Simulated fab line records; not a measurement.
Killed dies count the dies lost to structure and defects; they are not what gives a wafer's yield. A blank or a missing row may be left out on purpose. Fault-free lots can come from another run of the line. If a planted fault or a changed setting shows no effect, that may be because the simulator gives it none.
Comparing a struck lot with a sound one	flow nand_harc	39 steps out of a route of 1302
Sound: wafers L531.2, L531.4, L531.6. Struck: wafers L545.1, L545.2, L545.3. The cause comes at the end.
For every step that has rows: the tool of each side, followed by ch and its chambers, followed by its first start. Under that, the readings that differ: sound wafers	struck wafers	difference of the means	sigmas: that difference in standard deviations of wafers without a fault.
alike: words and numbers the same on both sides, and readings whose means are apart by under 2 such deviations; not compared: readings that were withheld, readings missing a value for some wafer, numbers with overlapping values and no deviation given by the record, and bounds like >300 which may hide the same value.
The two part at a step that has a row with sigmas, a row that says differs or no value, or rows on one side only. When numbers do not overlap yet have no deviation, they are printed without sigmas and do not part them. A reading missing from all wafers of one side parts the sides only when that side holds two or more wafers.

first, 1 step without rows for these wafers: NHARC_A_CHANNEL_FILL_D2_ETCHBACK_20 (etches the open film in C4F8/O2/Ar, target depth 27 nm, time 13.5 s).
NHARC_A_CHANNEL_FILL_D2_STRIP_28: strips in O2, time 20 s.
  sound on rie_diel-08 ch 0,1,3, day 14 16:31; struck on rie_diel-04 ch 0,1,3, day 21 21:11
  alike: drypump_motor_current_A, oes_product_au, rf_vpp_V, showerhead_plenum_p_Torr, throttle_valve_pct
  not compared: rf_hours_counter_h
then, 4 steps without rows for these wafers: NHARC_A_CHANNEL_FILL_D2_PRECLEAN_21 (cleans in dHF, time 30 s); NHARC_A_CHANNEL_FILL_D2_SRD_23; NHARC_A_CHANNEL_FILL_D2_CVD_05 (deposits poly-Si, target thk 5 nm); NHARC_A_CHANNEL_FILL_D2_ANNEAL_22 (time 7200 s).
NHARC_A_CHANNEL_FILL_D2_THK_MEAS_06: measures by ellipsometry.
  sound on film_metro-02 at day 15 05:31; struck on film_metro-01 at day 22 09:16
  alike: thk_nm
then, 2 steps without rows for these wafers: NHARC_A_CHANNEL_FILL_D2_ALD_25 (deposits SiOx, target thk 60 nm, pulse time 10 s, ald cycles 600); NHARC_A_CHANNEL_FILL_D2_ETCHBACK_08 (etches the open film in C4F8, target depth 220 nm, time 110 s).
NHARC_A_CHANNEL_FILL_D2_STRIP_29: strips in O2, time 20 s.
  sound on rie_diel-06 ch 0,3; struck on rie_diel-04 ch 0,1,3
  alike: drypump_motor_current_A, oes_product_au, rf_vpp_V, showerhead_plenum_p_Torr, throttle_valve_pct
  not compared: rf_hours_counter_h
then, 2 steps without rows for these wafers: NHARC_A_CHANNEL_FILL_D2_PRECLEAN_30 (cleans in dHF, time 30 s); NHARC_A_CHANNEL_FILL_D2_SRD_31.
NHARC_A_CHANNEL_FILL_D2_CVD_09: deposits poly-Si, target thk 150 nm, time 3000 s.
  sound on lpcvd_poly-04 ch 0, day 15 13:39; struck on lpcvd_poly-04 ch 0, day 22 17:22
  alike: spike_tc_top_C, zone_power_upper_pct
NHARC_A_CHANNEL_FILL_D2_CMP_10: polishes, target thk 150 nm.
  sound on cmp-02 ch 0,3, day 15 16:54; struck on cmp-03 ch 1,2,3, day 22 20:34
  alike: motor_current_A, time_to_endpoint_s
then, 2 steps without rows for these wafers: NHARC_A_CHANNEL_FILL_D2_SRD_12; NHARC_A_CHANNEL_FILL_D2_RTA_24 (time 5 s).
NHARC_A_STAIRCASE_DEP_156: deposits SiNx, target thk 50 nm.
  sound on pecvd-03 ch 0,1, day 15 17:38; struck on pecvd-01 ch 0,1,2, day 22 21:15
  alike: heater_power_w, showerhead_vpp_V
then, 12 steps without rows for these wafers: NHARC_A_STAIRCASE_DEHYDRATE_158 (time 120 s); NHARC_A_STAIRCASE_HMDS_159 (time 30 s); NHARC_A_STAIRCASE_COAT_160; NHARC_A_STAIRCASE_SOFTBAKE_161 (time 170 s); NHARC_A_STAIRCASE_EBR_162; NHARC_A_STAIRCASE_EXPOSE_163 (exposes mask STAIR OPEN); NHARC_A_STAIRCASE_PEB_164 (peb time 130 s); NHARC_A_STAIRCASE_DEVELOP_165 (time 140 s); NHARC_A_STAIRCASE_HARDBAKE_167 (time 140 s); NHARC_A_STAIRCASE_DESCUM_168 (chemistry O2, time 3 s); NHARC_A_STAIRCASE_ETCH_169 (etches the open film in CH3F/O2, target depth 50 nm, time 107.1 s); NHARC_A_STAIRCASE_ETCH_170 (etches the open film in C4F6/O2, target depth 200 nm, time 66.667 s).
NHARC_A_STAIRCASE_STRIP_171: strips in O2.
  sound on plasma_asher-01 ch 1, day 15 18:58; struck on plasma_asher-02 ch 0,1, day 23 02:43
  alike: drypump_motor_current_A, heater_power_w, temp_c
  not compared: rf_hours_counter_h
then, 8 steps without rows for these wafers: NHARC_A_STAIRCASE_STRIP_172 (strips in SPM, time 900 s); NHARC_A_STAIRCASE_PRECLEAN_173 (cleans in SC1); NHARC_A_STAIRCASE_SRD_174; NHARC_A_STAIRCASE_DEHYDRATE_01 (time 120 s); NHARC_A_STAIRCASE_HMDS_02 (time 30 s); NHARC_A_STAIRCASE_COAT_03; NHARC_A_STAIRCASE_SOFTBAKE_04 (time 170 s); NHARC_A_STAIRCASE_EBR_05.
-- jump in the record: it breaks off in module A_STAIRCASE and resumes in module END (first step shown: number 1302 of the route), and 9 days separate the struck wafers' starts before and after --
NHARC_END_SORT_01:
  at this point the record logs the struck wafers (prober-01 ch 0, day 32 01:52) and has no rows for the sound ones

== WHERE THEY PART ==
At NHARC_END_SORT_01 and nowhere else, as far as this record goes.

WHY: whatever the simulator had introduced
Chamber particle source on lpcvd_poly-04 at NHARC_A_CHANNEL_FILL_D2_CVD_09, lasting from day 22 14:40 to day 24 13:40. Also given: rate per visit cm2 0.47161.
